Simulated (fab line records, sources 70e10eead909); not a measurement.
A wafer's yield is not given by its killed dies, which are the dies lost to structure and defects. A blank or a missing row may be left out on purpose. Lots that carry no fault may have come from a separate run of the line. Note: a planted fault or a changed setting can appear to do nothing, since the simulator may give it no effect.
Check for tools in common | flow nandHarc | Sample size 11 lots and 33 wafers

THE REASON FOR OPENING IT
On 3 of the 11 lots, a flag is raised at NHARC_A_M1_OVL_MEAS_10 on the reading overlayXNm. Wafers without a fault read 0.2 nm, standard deviation 1.1.
Rule: a lot gets a flag if all its wafers with a number sit over 4 standard deviations from that mean, or if no wafer of it has a number. The rest of the lots are taken to be sound.

lot  | measured     | on         | overlayXNm (nm), wafer by wafer | flag
L676 | day 18 00:20 | overlay-02 | 1.4 1.0 1.5                     | 
L683 | day 19 13:23 | overlay-01 | -2.0 -1.6 -2.2                  | 
L682 | day 19 14:13 | overlay-02 | 29.6 29.7 29.3                  | FLAGGED
L686 | day 20 13:16 | overlay-02 | 29.2 29.8 29.2                  | FLAGGED
L685 | day 20 23:52 | overlay-02 | 30.0 30.0 30.0                  | FLAGGED
L689 | day 21 02:38 | overlay-01 | 0.5 0.8 0.7                     | 
L688 | day 21 18:38 | overlay-01 | 0.6 0.8 0.9                     | 
L691 | day 21 18:56 | overlay-01 | -1.0 -1.1 -1.5                  | 
L694 | day 22 09:21 | overlay-01 | 0.3 0.2 0.7                     | 
L695 | day 22 14:20 | overlay-01 | -1.1 -0.5 -0.4                  | 
L697 | day 23 07:17 | overlay-01 | 0.5 0.8 0.9                     | 
The numbers of the flagged lots are 29.6 nm on average: +29.4 nm against the usual, or +27 standard deviations.

TOOL THAT RAN EACH LOT
4 process steps preceding the reading are held in the record, out of 1159 steps in the route. Cell contents, in order: the tool; ch with the chambers the sampled wafers went through; the start.
lot  | flag    | NHARC_A_CONTACT_ETCH_136           | NHARC_A_CONTACT_ETCH_98                      | NHARC_A_CONTACT_ETCH_110          | NHARC_A_M1_EXPOSE_06
L676 |         | harCapEtch-01 ch 0,1, day 17 02:09 | rieDiel-13 ch 0,1,3, day 17 03:34 or earlier | rieDiel-13 ch 0,1,3, day 17 03:34 | arfiScanner-01 ch 0, day 18 00:07
L683 |         | harCapEtch-02 ch 0,1, day 18 22:06 | rieDiel-04 ch 0,1,3, day 18 23:23 or earlier | rieDiel-04 ch 0,2,3, day 18 23:23 | arfiScanner-02 ch 0, day 19 13:10
L682 | FLAGGED | harCapEtch-01 ch 0,1, day 18 22:51 | rieDiel-06 ch 1,2,3, day 19 00:09 or earlier | rieDiel-04 ch 0,3, day 19 00:09   | arfiScanner-03 ch 0, day 19 13:59
L686 | FLAGGED | harCapEtch-02 ch 0,1, day 19 20:06 | rieDiel-04 ch 0,2,3, day 19 21:32 or earlier | rieDiel-04 ch 2,3, day 19 21:32   | arfiScanner-03 ch 0, day 20 13:02
L685 | FLAGGED | harCapEtch-03 ch 0, day 20 03:11   | rieDiel-04 ch 0,1, day 20 04:39 or earlier   | rieDiel-04 ch 1,3, day 20 04:39   | arfiScanner-03 ch 0, day 20 23:38
L689 |         | harCapEtch-03 ch 0,1, day 20 06:17 | rieDiel-04 ch 1,2, day 20 07:46 or earlier   | rieDiel-13 ch 2,3, day 20 07:46   | arfiScanner-02 ch 0, day 21 02:23
L688 |         | harCapEtch-01 ch 0,1, day 20 11:07 | rieDiel-06 ch 1,2, day 20 12:26 or earlier   | rieDiel-13 ch 0,1,3, day 20 12:26 | arfiScanner-01 ch 0, day 21 18:25
L691 |         | harCapEtch-01 ch 0,1, day 20 13:45 | rieDiel-13 ch 0,1,3, day 20 15:05 or earlier | rieDiel-06 ch 0,3, day 20 15:05   | arfiScanner-02 ch 0, day 21 18:43
L694 |         | harCapEtch-02 ch 0,1, day 21 02:19 | rieDiel-04 ch 0,1,2, day 21 03:35 or earlier | rieDiel-04 ch 0,3, day 21 03:35   | arfiScanner-01 ch 0, day 22 09:08
L695 |         | harCapEtch-01 ch 0,1, day 21 18:55 | rieDiel-13 ch 1,2,3, day 21 20:20 or earlier | rieDiel-04 ch 0,1,2, day 21 20:20 | arfiScanner-02 ch 0, day 22 14:07
L697 |         | harCapEtch-01 ch 0,1, day 22 13:21 | rieDiel-04 ch 1,2,3, day 22 15:03 or earlier | rieDiel-06 ch 2,3, day 22 15:03   | arfiScanner-01 ch 0, day 23 07:04
What the steps here do:
- NHARC_A_CONTACT_ETCH_136: etches the open film in C4F8/O2/Ar, time 132 s, target depth 1287 nm.
- NHARC_A_CONTACT_ETCH_98: etches the open film in C4F6/O2, target depth 20 nm, time 10 s.
- NHARC_A_CONTACT_ETCH_110: etches the open film in CF4/O2, target depth 50 nm, overetch 5 nm, time 27.5 s.
- NHARC_A_M1_EXPOSE_06: exposes mask A M1, target cd 120 nm.
- NHARC_A_M1_OVL_MEAS_10: pitch 240 nm.

FLAGGED AGAINST TOTAL, ONE TOOL AT A TIME (gauges that did the reading follow at the end)
step                     | tool           | lots run | flagged | share of the flagged lots | sound lots run after its first flagged lot
NHARC_A_CONTACT_ETCH_136 | harCapEtch-01  | 6        | 1       | some                      | 4 (L688,L691,L695,L697)
NHARC_A_CONTACT_ETCH_136 | harCapEtch-02  | 3        | 1       | some                      | 1 (L694)
NHARC_A_CONTACT_ETCH_136 | harCapEtch-03  | 2        | 1       | some                      | 1 (L689)
NHARC_A_CONTACT_ETCH_98  | rieDiel-04     | 6        | 2       | some                      | 3 (L689,L694,L697)
NHARC_A_CONTACT_ETCH_98  | rieDiel-06     | 2        | 1       | some                      | 1 (L688)
NHARC_A_CONTACT_ETCH_98  | rieDiel-13     | 3        | 0       | none                      | -
NHARC_A_CONTACT_ETCH_110 | rieDiel-04     | 6        | 3       | all                       | 2 (L694,L695)
NHARC_A_CONTACT_ETCH_110 | rieDiel-06     | 2        | 0       | none                      | -
NHARC_A_CONTACT_ETCH_110 | rieDiel-13     | 3        | 0       | none                      | -
NHARC_A_M1_EXPOSE_06     | arfiScanner-01 | 4        | 0       | none                      | -
NHARC_A_M1_EXPOSE_06     | arfiScanner-02 | 4        | 0       | none                      | -
NHARC_A_M1_EXPOSE_06     | arfiScanner-03 | 3        | 3       | all                       | 0
NHARC_A_M1_OVL_MEAS_10   | overlay-01     | 7        | 0       | none                      | -
NHARC_A_M1_OVL_MEAS_10   | overlay-02     | 4        | 3       | all                       | 0
With no start given for some of its lots, NHARC_A_CONTACT_ETCH_98 uses the hours and lot order of NHARC_A_CONTACT_ETCH_110.

THE TABLE: WHAT IT ALLOWS
Every flagged lot was run by 3 rows of the table: rieDiel-04 at NHARC_A_CONTACT_ETCH_110, arfiScanner-03 at NHARC_A_M1_EXPOSE_06 and overlay-02 at NHARC_A_M1_OVL_MEAS_10.
- rieDiel-04 at NHARC_A_CONTACT_ETCH_110: 3 of its 6 lots flagged. After the first flagged lot (L694, L695), sound lots still ran on it; a lasting fault on the whole tool would not permit that.
- arfiScanner-03 at NHARC_A_M1_EXPOSE_06: 3 of its 3 lots flagged. The start can't be narrowed down: in this sample, it ran no sound lot prior to its first flagged lot.
- overlay-02 at NHARC_A_M1_OVL_MEAS_10: 3 of its 4 lots flagged. A fault beginning between L676 (day 18 00:20), its last sound lot, and L682 (day 19 14:13), its first flagged one, fits the data.
Counting lots can't tell these 2 tools apart, because each fits a fault that began at some hour. More lots, or a look at what each step does to the wafer, might.

WHAT WAS PUT IN BY THE SIMULATOR
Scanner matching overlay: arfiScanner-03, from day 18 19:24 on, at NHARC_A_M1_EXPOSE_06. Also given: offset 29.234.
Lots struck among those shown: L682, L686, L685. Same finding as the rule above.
